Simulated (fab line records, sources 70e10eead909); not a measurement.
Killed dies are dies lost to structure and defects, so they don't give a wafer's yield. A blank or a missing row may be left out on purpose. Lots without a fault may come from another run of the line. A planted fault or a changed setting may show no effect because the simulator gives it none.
Chamber matching | flow nand_harc | NHARC_A_STAIRCASE_TRIM_229 on rie_diel-09: 4 sister chambers
The step chemistry O2, time 211.2 s. 4 wafers are shown with their chamber, then 12 later ones without.

WAFERS WITH THEIR CHAMBER
wafer  | chamber | drypump_motor_current_A (A)
L086.4 | 2       | 4.9
L094.3 | 1       | 4.9
L094.4 | 0       | 5.1
L094.6 | 3       | 5.5

WAFERS WITHOUT THEIR CHAMBER
wafer  | drypump_motor_current_A (A)
L096.1 | 5.6
L096.3 | 5.1
L096.4 | 4.9
L095.1 | 4.9
L095.2 | 5.6
L095.3 | 4.9
L095.4 | 5.0
L095.5 | 4.9
L095.6 | 4.9
L097.1 | 5.0
L097.3 | 4.9
L097.4 | 5.5

WHICH CHAMBER EACH WENT THROUGH
wafer  | from the rows above          | in truth
L096.1 | 3                            | 3
L096.3 | 0                            | 0
L096.4 | can't be placed: 1 or 2      | 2
L095.1 | can't be placed: 1 or 2      | 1
L095.2 | 3                            | 3
L095.3 | can't be placed: 1 or 2      | 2
L095.4 | can't be placed: 0 or 1 or 2 | 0
L095.5 | can't be placed: 1 or 2      | 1
L095.6 | can't be placed: 1 or 2      | 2
L097.1 | can't be placed: 0 or 1 or 2 | 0
L097.3 | can't be placed: 1 or 2      | 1
L097.4 | 3                            | 3
Placed correctly: 4 of 12. Can't be placed from these rows: 8 (the true chamber is among the candidates in 8). Placed wrongly: 0.
How it was worked out, from the rows above alone: a wafer's distance from a chamber is the root of the sum, over the readings, of the square of ((its reading less the chamber's mean) divided by the reading's scatter). The wafer belongs to the nearest chamber; if the next one is less than 2 further off, it can't be placed. A chamber's mean is the mean of its shown wafers. The scatter: with one shown wafer a chamber, the root of the mean of the squares of how far each hidden wafer lies from its nearest shown one.
